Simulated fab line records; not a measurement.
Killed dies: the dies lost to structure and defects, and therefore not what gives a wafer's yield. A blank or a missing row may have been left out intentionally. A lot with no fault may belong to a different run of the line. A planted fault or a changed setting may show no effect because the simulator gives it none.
Chamber matching ; flow n5-finfet ; N5_BEOL_M15_VIA_ETCH_16 on rie-diel-01 has 4 sister chambers
The step etches SiO2 in C4F8/O2/Ar, target depth 1792.2 nm. 14 wafers are shown with their chamber, then 7 later ones without.

== WAFERS PAIRED WITH THEIR CHAMBERS ==
wafer;chamber;drypump-motor-current-A (A);showerhead-plenum-p-Torr (Torr);throttle-valve-pct (%)
L077.2;3;5.9;3.27;30.97
L077.3;1;4.8;3.52;30.72
L077.6;1;4.8;3.52;30.74
L084.3;2;6.0;3.48;31.18
L084.4;0;5.2;3.43;31.36
L084.6;2;6.0;3.48;31.19
L087.3;0;5.2;3.42;31.35
L087.4;1;4.9;3.51;30.76
L087.5;1;4.9;3.51;30.75
L086.1;1;4.9;3.51;30.75
L086.3;3;5.9;3.27;31.02
L086.4;0;5.2;3.42;31.38
L089.2;2;6.0;3.47;31.19
L089.4;0;5.2;3.42;31.36

SIGNATURES (means of the wafers above)
reading;chamber 0;chamber 1;chamber 2;chamber 3;scatter within a chamber
drypump-motor-current-A;5.200;4.860;6.000;5.900;0.0346
showerhead-plenum-p-Torr;3.4225;3.5140;3.4767;3.2700;0.00512
throttle-valve-pct;31.3625;30.7440;31.1867;30.9950;0.0165
Rule: a wafer lies at a distance from a chamber equal to the root of the sum of squares, over the readings, of (its reading less the chamber's mean, divided by the reading's scatter). The wafer belongs to the nearest chamber; if the next one is less than 2 further off, it can't be placed. The scatter: the root of (the sum of the squares of (reading less its chamber's mean) over the shown wafers, divided by (wafers less chambers)).

== WAFERS WITHOUT THEIR CHAMBER ==
wafer;drypump-motor-current-A (A);showerhead-plenum-p-Torr (Torr);throttle-valve-pct (%)
L089.5;4.9;3.50;30.76
L093.2;5.2;3.42;31.33
L093.4;5.9;3.26;31.01
L093.6;5.2;3.42;31.35
L094.3;5.2;3.41;31.35
L094.5;5.9;3.25;31.04
L094.6;6.0;3.46;31.20

== WHICH CHAMBER EACH WENT THROUGH ==
wafer;from the rows above;in truth
L089.5;1;1
L093.2;0;0
L093.4;3;3
L093.6;0;0
L094.3;0;0
L094.5;3;3
L094.6;2;2
Placed correctly: 7 of 7. Can't be placed from these rows: 0. Wrongly placed: 0.
